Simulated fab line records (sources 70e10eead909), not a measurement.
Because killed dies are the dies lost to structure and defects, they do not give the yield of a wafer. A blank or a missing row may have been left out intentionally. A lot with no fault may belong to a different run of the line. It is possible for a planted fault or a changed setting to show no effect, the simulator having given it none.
One fault through the eyes of 2 desks ; flow nandHarc ; every desk sees just its own numbers, and what lay behind them comes last

== DESK OF THE TOOL OWNER: rieSi-06 ==
The tool's own readings at NHARC_A_WL_FILL_ETCHBACK_26 (etches the open film in HBr, target depth 52 nm, time 13.3 s): means of the sampled wafers that have a number, for each lot that ran on this tool. If a lot's mean is further than 4 standard deviations from the usual mean, the lot is out of limits and carries the mark OUT (the distance appears in the brackets).
Columns: A = chamberPressureMTorr at NHARC_A_WL_FILL_ETCHBACK_26, usual 15.000 mTorr; B = drypumpMotorCurrentA at NHARC_A_WL_FILL_ETCHBACK_26, usual 5.7 A; C = oesProductAu at NHARC_A_WL_FILL_ETCHBACK_26, usual 0.997 a.u.; D = throttleValvePct at NHARC_A_WL_FILL_ETCHBACK_26, usual 23.265 %
lot;first seen here;A;B;C;D
L742;day 18 05:20;14.990;5.6;0.992;23.265
L751;day 19 16:33;15.011;5.8;0.974;23.269
L753;day 19 22:05;15.008;5.4;0.943 (-5.9) OUT;23.263
This desk's verdict: out of limits on L753, starting with L753 at day 19 22:05 (oesProductAu at NHARC_A_WL_FILL_ETCHBACK_26). L742, L751: within limits.

== AT THE METROLOGY DESK ==
What the gauges read for every lot (on any tool): the sampled wafers with a number, averaged. If a lot's mean is further than 4 standard deviations from the usual mean, the lot is out of limits and carries the mark OUT (the distance appears in the brackets).
Columns: A = cdNm at NHARC_A_SLIT_CD_MEAS_21, usual 289.3 nm
lot;first seen here;A
L739;day 14 21:55;290.8
L737;day 14 22:07;286.8
L736;day 14 23:36;291.5
L740;day 15 02:07;290.4
L735;day 15 02:23;289.5
L741;day 15 21:31;289.6
L744;day 16 13:02;289.8
L742;day 17 02:21;289.9
L751;day 18 09:46;289.1
L753;day 18 18:34;290.8
L752;day 18 19:15;288.2
L758;day 19 21:08;288.6
L757;day 20 00:22;290.2
This desk's finding: nothing out of limits on any of the 13 lots.

== PUT TOGETHER ==
On L753, at day 19 22:05, an alarm was possible from the tool owner's desk.
Metrology desk: nothing out of limits seen.
The metrology desk has L753 on record, within its limits.
All the named lots went through NHARC_A_WL_FILL_ETCHBACK_26 on rieSi-06.

== WHAT WAS PUT IN BY THE SIMULATOR ==
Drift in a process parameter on rieSi-06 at NHARC_A_WL_FILL_ETCHBACK_26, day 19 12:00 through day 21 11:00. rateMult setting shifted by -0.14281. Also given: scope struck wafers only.
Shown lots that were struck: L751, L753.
How many hours passed from the start of the fault until each desk's first out-of-limits reading: the tool owner's desk, 10.
